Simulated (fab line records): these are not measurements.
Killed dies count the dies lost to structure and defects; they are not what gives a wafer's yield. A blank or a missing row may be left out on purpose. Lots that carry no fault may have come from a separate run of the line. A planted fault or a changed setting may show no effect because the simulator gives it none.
The tool behind it: which one? | flow n5Finfet | Sampling: 9 lots, 27 wafers, 5 of 1938 route steps

WHAT THE GAUGES SHOWED, per wafer
N5_FIN_SAQP_CD_MEAS_16: target cd 35.6 nm. Usual: cdNm reads 35.51 nm (standard deviation 0.26).
lot  | measured    | on       | cdNm (nm)         | flag
L421 | day 1 22:26 | cdSem-01 | 35.71 35.82 35.71 | 
L426 | day 3 03:27 | cdSem-03 | 35.32 35.17 35.40 | 
L428 | day 3 17:13 | cdSem-01 | 35.49 35.10 35.59 | 
L431 | day 4 09:36 | cdSem-02 | 35.60 35.63 35.15 | 
L433 | day 4 22:13 | cdSem-01 | 35.91 35.71 36.00 | 
L438 | day 6 04:30 | cdSem-03 | 35.66 35.22 35.41 | 
L439 | day 6 09:52 | cdSem-01 | 35.25 35.48 35.34 | 
L443 | day 7 09:33 | cdSem-03 | 35.40 35.90 35.63 | 
L444 | day 7 15:07 | cdSem-01 | 35.60 35.50 35.08 | 

N5_BEOL_M4_RC_MEAS_101. Usual: DIBL_N 36.5 mV/V, standard deviation 1.4; DIBL_P 36.6 mV/V, standard deviation 1.6; IOFF_N 0.160 nA/um, standard deviation 0.024; IOFF_P 0.217 nA/um, standard deviation 0.029; ION_N 674 uA/um, standard deviation 8.7; ION_P 464 uA/um, standard deviation 6.5; SS_N 71.6 mV/dec, standard deviation 0.47; SS_P 73.4 mV/dec, standard deviation 0.57; VT_N 250.0 mV, standard deviation 2.5; VT_P -250 mV, standard deviation 3.1.
lot  | measured     | on        | DIBL_N (mV/V)  | DIBL_P (mV/V)  | IOFF_N (nA/um)    | IOFF_P (nA/um)    | ION_N (uA/um) | ION_P (uA/um) | SS_N (mV/dec)  | SS_P (mV/dec)  | VT_N (mV)         | VT_P (mV)      | flag
L421 | day 7 23:13  | prober-02 | 38.0 39.3 36.9 | 37.7 38.8 36.6 | 0.172 0.190 0.149 | 0.236 0.250 0.218 | 676 676 673   | 466 466 468   | 71.7 72.2 71.5 | 72.8 73.7 73.6 | 250.4 247.5 252.5 | -248 -247 -250 | 
L426 | day 9 18:49  | prober-02 | 38.8 35.9 37.8 | 39.8 36.3 38.6 | 0.211 0.160 0.187 | 0.253 0.196 0.226 | 694 677 679   | 465 457 460   | 72.7 71.2 70.8 | 74.1 73.5 74.0 | 248.9 250.0 249.7 | -249 -253 -253 | 
L428 | day 10 00:01 | prober-01 | 38.3 35.9 37.5 | 38.1 33.7 36.4 | 0.188 0.130 0.166 | 0.269 0.193 0.238 | 683 663 663   | 473 467 462   | 71.7 71.6 72.2 | 74.7 72.2 73.8 | 248.0 253.9 250.4 | -245 -249 -250 | 
L431 | day 10 02:55 | prober-02 | 38.4 37.3 37.9 | 37.1 36.7 36.9 | 0.194 0.182 0.184 | 0.234 0.243 0.232 | 675 687 680   | 462 467 469   | 71.9 71.9 71.9 | 73.4 74.1 73.7 | 245.2 248.5 245.5 | -250 -250 -251 | 
L433 | day 11 04:09 | prober-01 | 35.7 37.9 36.0 | 35.4 37.3 35.4 | 0.134 0.174 0.140 | 0.212 0.239 0.210 | 666 681 675   | 469 465 468   | 70.7 72.1 71.0 | 72.5 73.1 72.9 | 251.2 249.5 249.9 | -249 -246 -249 | 
L438 | day 12 06:28 | prober-02 | 35.3 36.1 35.7 | 34.2 35.6 35.5 | 0.112 0.127 0.127 | 0.167 0.185 0.185 | 653 663 666   | 454 462 462   | 71.0 71.2 71.4 | 72.3 73.1 73.3 | 253.4 254.9 253.7 | -255 -252 -252 | 
L439 | day 12 14:25 | prober-01 | 36.7 36.8 35.0 | 38.8 39.0 36.9 | 0.167 0.173 0.146 | 0.226 0.231 0.194 | 666 669 672   | 463 459 460   | 72.0 71.6 71.7 | 74.2 73.8 73.3 | 249.4 250.7 250.6 | -253 -250 -252 | 
L443 | day 13 13:08 | prober-01 | 35.8 34.8 37.9 | 38.6 37.1 40.1 | 0.164 0.143 0.199 | 0.217 0.193 0.236 | 677 677 686   | 454 461 458   | 71.6 70.9 73.0 | 73.5 73.4 74.4 | 248.1 252.1 248.2 | -249 -250 -249 | 
L444 | day 13 16:08 | prober-02 | 37.0 36.4 36.7 | 36.3 36.3 36.4 | 0.169 0.166 0.173 | 0.218 0.213 0.222 | 677 682 680   | 459 464 464   | 72.2 71.4 72.0 | 72.9 74.0 73.8 | 249.2 247.6 247.2 | -251 -252 -249 | 

WHAT TOOL EACH LOT RAN ON (gives the tool, then ch and the chambers of the sampled wafers, and finally the start)
lot  | N5_FIN_SAQP_PECVD_47           | N5_FIN_SAQP_ETCH_52              | N5_FIN_SAQP_MANDREL_ETCH_22
L421 | pecvd-02 ch 1,2, day 1 21:52   | rieDiel-02 ch 0,1,3, day 1 23:01 | rieSi-04 ch 0,1,3, day 1 23:12
L426 | pecvd-02 ch 1,2, day 3 02:44   | rieDiel-01 ch 0,1,2, day 3 03:38 | rieSi-02 ch 1,2, day 3 03:50
L428 | pecvd-03 ch 0,1,2, day 3 16:41 | rieDiel-02 ch 0,1,3, day 3 17:24 | rieSi-06 ch 0,2,3, day 3 17:35
L431 | pecvd-04 ch 0,1,2, day 4 09:04 | rieDiel-02 ch 0,2,3, day 4 09:47 | rieSi-06 ch 2,3, day 4 09:59
L433 | pecvd-03 ch 1,2, day 4 21:29   | rieDiel-01 ch 1,2, day 4 22:23   | rieSi-04 ch 0,1,2, day 4 22:35
L438 | pecvd-04 ch 0,1,2, day 6 03:50 | rieDiel-01 ch 0,2, day 6 04:41   | rieSi-06 ch 0,1,3, day 6 04:52
L439 | pecvd-03 ch 0,1,2, day 6 09:13 | rieDiel-01 ch 0,1, day 6 10:13   | rieSi-04 ch 2,3, day 6 10:24
L443 | pecvd-04 ch 0,1,2, day 7 08:53 | rieDiel-02 ch 1,2,3, day 7 10:20 | rieSi-04 ch 2,3, day 7 10:31
L444 | pecvd-03 ch 1,2, day 7 14:35   | rieDiel-06 ch 0,3, day 7 15:19   | rieSi-02 ch 0,2,3, day 7 15:31
- N5_FIN_SAQP_PECVD_47: deposits a-Si from SiH4/He, target thk 45 nm, time 36.3 s.
- N5_FIN_SAQP_ETCH_52: etches SOC in N2/H2, target depth 100 nm, overetch 20 nm, time 150 s.
- N5_FIN_SAQP_MANDREL_ETCH_22: etches a-Si in HBr/Cl2, stops on SiNx, target depth 60 nm, bt time 10 s, time 30 s.

AS READ BY THE TOOLS THEMSELVES (means over the sampled wafers that have a number; for cases with no such wafer, the mark the record gives instead)
N5_FIN_SAQP_PECVD_47. Usual: heaterPowerW 857 W, standard deviation 94; rfFwdPowerW 99.1 W, standard deviation 0.4; showerheadPlenumPTorr 5.65 Torr, standard deviation 0.041; throttleValvePct 17.9 %, standard deviation 1.1.
lot  | tool     | heaterPowerW (W) | rfFwdPowerW (W) | showerheadPlenumPTorr (Torr) | throttleValvePct (%) | flag
L421 | pecvd-02 | 774              | 98.9            | 5.65                         | 18.9                 | 
L426 | pecvd-02 | 748              | 99.0            | 5.65                         | 18.8                 | 
L428 | pecvd-03 | 908              | 98.9            | 5.67                         | 18.5                 | 
L431 | pecvd-04 | 876              | 98.5            | 5.63                         | 17.1                 | 
L433 | pecvd-03 | 859              | 99.5            | 5.66                         | 19.0                 | 
L438 | pecvd-04 | 881              | 99.0            | 5.64                         | 17.1                 | 
L439 | pecvd-03 | 876              | 99.2            | 5.66                         | 18.6                 | 
L443 | pecvd-04 | 865              | 99.1            | 5.63                         | 17.2                 | 
L444 | pecvd-03 | 870              | 99.3            | 5.66                         | 18.9                 | 

N5_FIN_SAQP_ETCH_52. Usual: chamberPressureMTorr 29.995 mTorr, standard deviation 0.024; drypumpMotorCurrentA 5.8 A, standard deviation 0.48; h2FlowSccm 200.1 sccm, standard deviation 0.56; oesProductAu 0.69 a.u., standard deviation 0.06; rfFwdPowerW 836.4 W, standard deviation 2.6; rfVppV 524.6 V, standard deviation 2.7; showerheadPlenumPTorr 2.57 Torr, standard deviation 0.097; tempC 40.02 C, standard deviation 0.11; throttleValvePct 17.89 %, standard deviation 0.24.
lot  | tool       | chamberPressureMTorr (mTorr) | drypumpMotorCurrentA (A) | h2FlowSccm (sccm) | oesProductAu (a.u.) | rfFwdPowerW (W) | rfVppV (V) | showerheadPlenumPTorr (Torr) | tempC (C) | throttleValvePct (%) | flag
L421 | rieDiel-02 | 30.007                       | 6.0                      | 199.8             | 0.68                | 836.2           | 523.5      | 2.51                         | 40.01     | 17.75                | 
L426 | rieDiel-01 | 30.014                       | 5.4                      | 200.4             | 0.74                | 838.4           | 525.6      | 2.60                         | 40.07     | 17.87                | 
L428 | rieDiel-02 | 29.998                       | 6.0                      | 200.0             | 0.66                | 839.3           | 522.5      | 2.51                         | 39.94     | 17.78                | 
L431 | rieDiel-02 | 30.018                       | 5.9                      | 200.3             | 0.68                | 766.7           | 539.9      | 2.52                         | 40.03     | 17.68                | OFF
L433 | rieDiel-01 | 29.999                       | 5.4                      | 200.0             | 0.76                | 836.3           | 527.5      | 2.68                         | 40.04     | 17.75                | 
L438 | rieDiel-01 | 29.982                       | 5.5                      | 199.7             | 0.67                | 839.5           | 522.8      | 2.49                         | 40.11     | 18.07                | 
L439 | rieDiel-01 | 29.999                       | 5.6                      | 199.9             | 0.75                | 834.4           | 526.1      | 2.61                         | 40.01     | 17.70                | 
L443 | rieDiel-02 | 29.980                       | 6.1                      | 200.4             | 0.67                | 836.6           | 524.8      | 2.58                         | 40.07     | 17.76                | 
L444 | rieDiel-06 | 29.986                       | 6.2                      | 199.9             | 0.73                | 835.7           | 523.4      | 2.54                         | 40.01     | 18.03                | 

N5_FIN_SAQP_MANDREL_ETCH_22. Usual: chamberPressureMTorr 9.999 mTorr, standard deviation 0.011; drypumpMotorCurrentA 5.6 A, standard deviation 0.47; oesProductAu 0.776 a.u., standard deviation 0.011; rfFwdPowerW 795.5 W, standard deviation 2.6; throttleValvePct 35.21 %, standard deviation 0.3.
lot  | tool     | chamberPressureMTorr (mTorr) | drypumpMotorCurrentA (A) | oesProductAu (a.u.) | rfFwdPowerW (W) | throttleValvePct (%) | flag
L421 | rieSi-04 | 10.008                       | 5.7                      | 0.777               | 798.1           | 35.02                | 
L426 | rieSi-02 | 10.005                       | 5.7                      | 0.789               | 792.5           | 35.31                | 
L428 | rieSi-06 | 9.997                        | 5.3                      | 0.768               | 795.1           | 35.34                | 
L431 | rieSi-06 | 10.001                       | 5.3                      | 0.768               | 797.3           | 35.47                | 
L433 | rieSi-04 | 10.002                       | 5.5                      | 0.776               | 798.3           | 35.03                | 
L438 | rieSi-06 | 9.981                        | 5.4                      | 0.764               | 797.8           | 35.12                | 
L439 | rieSi-04 | 10.004                       | 5.8                      | 0.770               | 794.1           | 35.48                | 
L443 | rieSi-04 | 10.000                       | 6.0                      | 0.762               | 797.2           | 35.43                | 
L444 | rieSi-02 | 10.005                       | 5.5                      | 0.782               | 794.2           | 35.19                | 

THE ANSWER, worked out from the rows above alone
Rule: take the mean of a lot's wafers that have a number; if it is more than 3 standard deviations from the usual mean, the lot is off. Also off: a lot with no number at a reading for which 4 or more lots have one. Where the step has rows for the other lots, those lots are counted as sound. The gauges are gone through in route order, then the tools' own readings, and for those a lot's mean is taken as printed above. The first step at which some lot is off is used, and at that step the reading that is off furthest; a lot without a number counts as furthest.
Off, at N5_FIN_SAQP_ETCH_52 on rfFwdPowerW: L431.
A tool fits if, at that step or a process step before it, it ran every lot that is off, and no sound lot after the first of them. No candidate that was tried fits.

WHAT THE SIMULATOR HAD INSERTED
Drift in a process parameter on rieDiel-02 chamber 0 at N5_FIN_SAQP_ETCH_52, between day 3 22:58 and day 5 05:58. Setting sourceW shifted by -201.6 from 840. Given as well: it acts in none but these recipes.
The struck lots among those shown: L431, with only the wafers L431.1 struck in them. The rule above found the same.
